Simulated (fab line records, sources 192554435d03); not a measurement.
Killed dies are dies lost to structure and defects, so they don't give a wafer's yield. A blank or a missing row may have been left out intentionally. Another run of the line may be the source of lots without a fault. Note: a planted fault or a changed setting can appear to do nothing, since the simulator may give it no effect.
Split-lot trial    flow n5_finfet    route with 1938 steps; 7 lots, 21 wafers read

THE SPLIT
At N5_BEOL_M13_COAT_04 (resist thk 400 nm), the setting spin_rpm was moved away from the recipe's 1625 rpm on 6 of the 21 wafers read, by -5.7% to +9.2%. All remaining wafers had this setting at the recipe value.

FROM THE SPLIT TO THE READING: what the file shows between them, 4 steps
- N5_BEOL_M13_EBR_06
- N5_BEOL_M13_SOFTBAKE_05: time 60 s
- N5_BEOL_M13_DESCUM_15: chemistry O2, time 7.9 s
- N5_BEOL_M13_ETCH_59: etches BARC in N2/H2, target depth 89 nm, overetch 26.7 nm, time 67.9 s

THE READING
coat_of_BEOL_M13_COAT_04.thk_nm (the simulator's own value, which no gauge read), in nm, at N5_BEOL_M13_VIA_ETCH_16 (etches SiOC in C4F8/O2/Ar, target depth 921.7 nm). The file does not state a usual value for it. Across the 15 wafers here that went through the recipe, the average is 71.5 nm and the standard deviation 3.1 nm.

wafer   tool, chamber at the split  spin_rpm as run, rpm  against the recipe  coat_of_BEOL_M13_COAT_04.thk_nm, nm  against lot-mates on the recipe
L074.1  litho_track-05, 0           1625                  recipe              76.4                                 -
L074.3  litho_track-05, 0           1576                  -3.0%               84.6                                 +8.2
L074.4  litho_track-05, 0           1576                  -3.0%               76.2                                 -0.2
L077.1  litho_track-04, 0           1775                  +9.2%               53.4                                 -17.4
L077.4  litho_track-04, 0           1775                  +9.2%               50                                   -20.8
L077.5  litho_track-04, 0           1625                  recipe              70.8                                 -
L079.2  litho_track-05, 0           1625                  recipe              77                                   -
L079.3  litho_track-05, 0           1625                  recipe              68.4                                 -
L079.6  litho_track-05, 0           1625                  recipe              68.8                                 -
L076.1  litho_track-04, 0           1625                  recipe              71.2                                 -
L076.2  litho_track-04, 0           1625                  recipe              68.2                                 -
L076.5  litho_track-04, 0           1625                  recipe              65.2                                 -
L084.1  litho_track-04, 0           1625                  recipe              74                                   -
L084.3  litho_track-04, 0           1625                  recipe              72.2                                 -
L084.4  litho_track-04, 0           1625                  recipe              70.2                                 -
L090.1  litho_track-05, 0           1532                  -5.7%               86.2                                 +12.7
L090.2  litho_track-05, 0           1625                  recipe              75.2                                 -
L090.6  litho_track-05, 0           1625                  recipe              71.8                                 -
L091.1  litho_track-01, 0           1625                  recipe              71.8                                 -
L091.3  litho_track-01, 0           1625                  recipe              71                                   -
L091.6  litho_track-01, 0           1685                  +3.7%               58                                   -13.4

THE FIT
A straight line over all 21 wafers: coat_of_BEOL_M13_COAT_04.thk_nm changes by -2.36 nm for each +1% of spin_rpm; r = -0.92; the points scatter about the line by 3.4 nm.
The same after taking each lot's own level away (the mean of its wafers on the recipe; 21 wafers): -2.1 nm for each +1%; r = -0.93; scatter 2.9 nm.
According to that fit, moving spin_rpm by its largest amount changes the reading by 19 nm.
Across the lots, their own levels run from 68.20 to 76.40 nm, a range of 2.6 times the standard deviation given above.
Thus the slope moves with the lot-to-lot level: the two fits are different.
Check: with one of the wafers moved furthest among these (+9.2%) left out of the fit, the line predicts -21.4 nm for it against its lot-mates. Against them it came out at -17.4 nm.

ADDITIONAL SPLITS CARRIED BY THESE WAFERS
These wafers also went through other splits before the reading. Each is held against what the fit with the lots' levels taken away leaves over:
other split on the same wafers  wafers away from the commonest value  r with coat_of_BEOL_M13_COAT_04.thk_nm (lot level and that fit taken away)
N5_BEOL_M12_EXPOSE_07 dose_mj   3                                     +0.12

THE WHOLE CHAIN: every reading that the file lists as answering this split, in the file's order
step                     what it does                                                             reading                                                                           change (the file's fit)               r (the file's)
N5_BEOL_M13_COAT_04      resist thk 400 nm                                                        coat_of_BEOL_M13_COAT_04.thk_nm (the simulator's own value, which no gauge read)  -2 nm for each +1% of the setting     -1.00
N5_BEOL_M13_ETCH_59      etches BARC in N2/H2, target depth 89 nm, overetch 26.7 nm, time 67.9 s  coat_of_BEOL_M13_COAT_04.thk_nm (the simulator's own value, which no gauge read)  -2.11 nm for each +1% of the setting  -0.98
N5_BEOL_M13_VIA_ETCH_16  etches SiOC in C4F8/O2/Ar, target depth 921.7 nm                         coat_of_BEOL_M13_COAT_04.thk_nm (the simulator's own value, which no gauge read)  -2.21 nm for each +1% of the setting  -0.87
N5_BEOL_M13_STRIP_63     strips in N2/H2                                                          strip_time_to_endpoint_s                                                          withheld for each +1% of the setting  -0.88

THE FILE'S OWN FIT
coat_of_BEOL_M13_COAT_04.thk_nm changes by -2.21 nm for each +1% of spin_rpm, r = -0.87.
